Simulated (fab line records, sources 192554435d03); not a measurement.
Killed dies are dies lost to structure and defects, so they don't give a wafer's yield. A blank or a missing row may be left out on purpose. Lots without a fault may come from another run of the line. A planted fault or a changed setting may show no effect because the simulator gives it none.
Chamber matching | flow n5_finfet | N5_PASSIVATION_DESCUM_12 on rie_diel-03: 3 sister chambers
The step chemistry O2, time 7.9 s. 14 wafers are shown with their chamber, then 5 later ones without.

WAFERS WITH THEIR CHAMBER
wafer  | chamber | drypump_motor_current_A (A) | showerhead_plenum_p_Torr (Torr) | oes_product_au (a.u.)
L074.3 | 1       | 5.9                         | 2.13                            | 0.92
L074.4 | 3       | 6.5                         | 2.09                            | 0.70
L074.5 | 1       | 5.9                         | 2.13                            | 0.91
L075.1 | 3       | 6.5                         | 2.09                            | 0.70
L075.4 | 3       | 6.5                         | 2.09                            | 0.70
L075.5 | 0       | 5.2                         | 2.03                            | 0.84
L078.1 | 1       | 5.9                         | 2.13                            | 0.90
L078.4 | 0       | 5.2                         | 2.03                            | 0.85
L078.6 | 3       | 6.5                         | 2.09                            | 0.70
L086.3 | 0       | 5.2                         | 2.02                            | 0.84
L086.5 | 0       | 5.2                         | 2.02                            | 0.83
L086.6 | 3       | 6.4                         | 2.08                            | 0.69
L092.3 | 0       | 5.2                         | 2.02                            | 0.83
L092.5 | 3       | 6.5                         | 2.08                            | 0.69

SIGNATURES (means of the wafers above)
reading                  | chamber 0 | chamber 1 | chamber 3 | scatter within a chamber
drypump_motor_current_A  | 5.200     | 5.900     | 6.483     | 0.0275
showerhead_plenum_p_Torr | 2.0240    | 2.1300    | 2.0867    | 0.0048
oes_product_au           | 0.8380    | 0.9100    | 0.6967    | 0.00747
Rule: a wafer's distance from a chamber is the root of the sum, over the readings, of the square of ((its reading less the chamber's mean) divided by the reading's scatter). The wafer belongs to the nearest chamber; if the next one is less than 2 further off, it can't be placed. The scatter: the root of (the sum of the squares of (reading less its chamber's mean) over the shown wafers, divided by (wafers less chambers)).

WAFERS WITHOUT THEIR CHAMBER
wafer  | drypump_motor_current_A (A) | showerhead_plenum_p_Torr (Torr) | oes_product_au (a.u.)
L092.6 | 5.2                         | 2.02                            | 0.83
L094.1 | 6.5                         | 2.08                            | 0.67
L094.3 | 5.9                         | 2.12                            | 0.85
L094.4 | 5.9                         | 2.12                            | 0.86
L097.3 | 6.5                         | 2.07                            | 0.67

WHICH CHAMBER EACH WENT THROUGH
wafer  | from the rows above | in truth
L092.6 | 0                   | 0
L094.1 | 3                   | 3
L094.3 | 1                   | 1
L094.4 | 1                   | 1
L097.3 | 3                   | 3
Placed correctly: 5 of 5. Can't be placed from these rows: 0. Placed wrongly: 0.
